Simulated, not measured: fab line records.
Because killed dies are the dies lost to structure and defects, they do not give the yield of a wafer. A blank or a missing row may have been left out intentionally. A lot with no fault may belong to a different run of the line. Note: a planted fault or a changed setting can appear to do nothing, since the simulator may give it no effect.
Chamber matching -- flow n5Finfet -- N5_BEOL_M8_STRIP_67 on rieDiel-04 has 4 sister chambers
The step strips in CF4. 16 wafers are shown with their chamber, then 8 later ones without.

## EACH WAFER AND ITS CHAMBER
wafer,chamber,drypumpMotorCurrentA (A),showerheadPlenumPTorr (Torr),oesProductAu (a.u.)
L076.2,0,4.8,1.81,0.82
L076.3,1,5.3,1.75,0.84
L076.5,3,6.3,1.83,0.70
L077.4,0,4.8,1.81,0.81
L077.5,1,5.2,1.75,0.83
L077.6,2,5.5,1.73,0.88
L079.2,0,4.8,1.81,0.82
L079.3,2,5.5,1.73,0.87
L079.6,3,6.3,1.83,0.71
L080.2,3,6.3,1.83,0.70
L080.3,1,5.3,1.75,0.82
L080.6,1,5.3,1.75,0.83
L081.2,1,5.2,1.75,0.83
L081.5,2,5.5,1.73,0.87
L081.6,1,5.3,1.75,0.83
L088.1,0,4.8,1.80,0.79

SIGNATURES (means of the wafers above)
reading,chamber 0,chamber 1,chamber 2,chamber 3,scatter within a chamber
drypumpMotorCurrentA,4.800,5.267,5.500,6.300,0.0333
showerheadPlenumPTorr,1.8075,1.7500,1.7300,1.8300,0.0025
oesProductAu,0.8100,0.8300,0.8733,0.7033,0.00882
Rule: a wafer's distance from a chamber is the root of the sum, over the readings, of the square of ((its reading less the chamber's mean) divided by the reading's scatter). The wafer belongs to the nearest chamber; if the next one is less than 2 further off, it can't be placed. The scatter is the square root of a quotient: the sum, over the shown wafers, of each reading's squared deviation from its chamber's mean, divided by wafers minus chambers.

## WAFERS WHOSE CHAMBER IS MISSING
wafer,drypumpMotorCurrentA (A),showerheadPlenumPTorr (Torr),oesProductAu (a.u.)
L088.5,6.3,1.82,0.93
L088.6,4.8,1.80,0.79
L090.2,5.3,1.74,0.80
L090.4,4.8,1.80,0.78
L090.5,4.8,1.80,0.78
L093.1,5.5,1.73,0.84
L093.3,5.3,1.74,0.80
L093.4,4.8,1.80,0.79

## THE CHAMBER EACH PASSED THROUGH
wafer,from the rows above,in truth
L088.5,3,3
L088.6,0,0
L090.2,1,1
L090.4,0,0
L090.5,0,0
L093.1,2,2
L093.3,1,1
L093.4,0,0
Correct placement for 8 of the 8. From these rows, 0 cannot be placed. Number placed wrongly: 0.
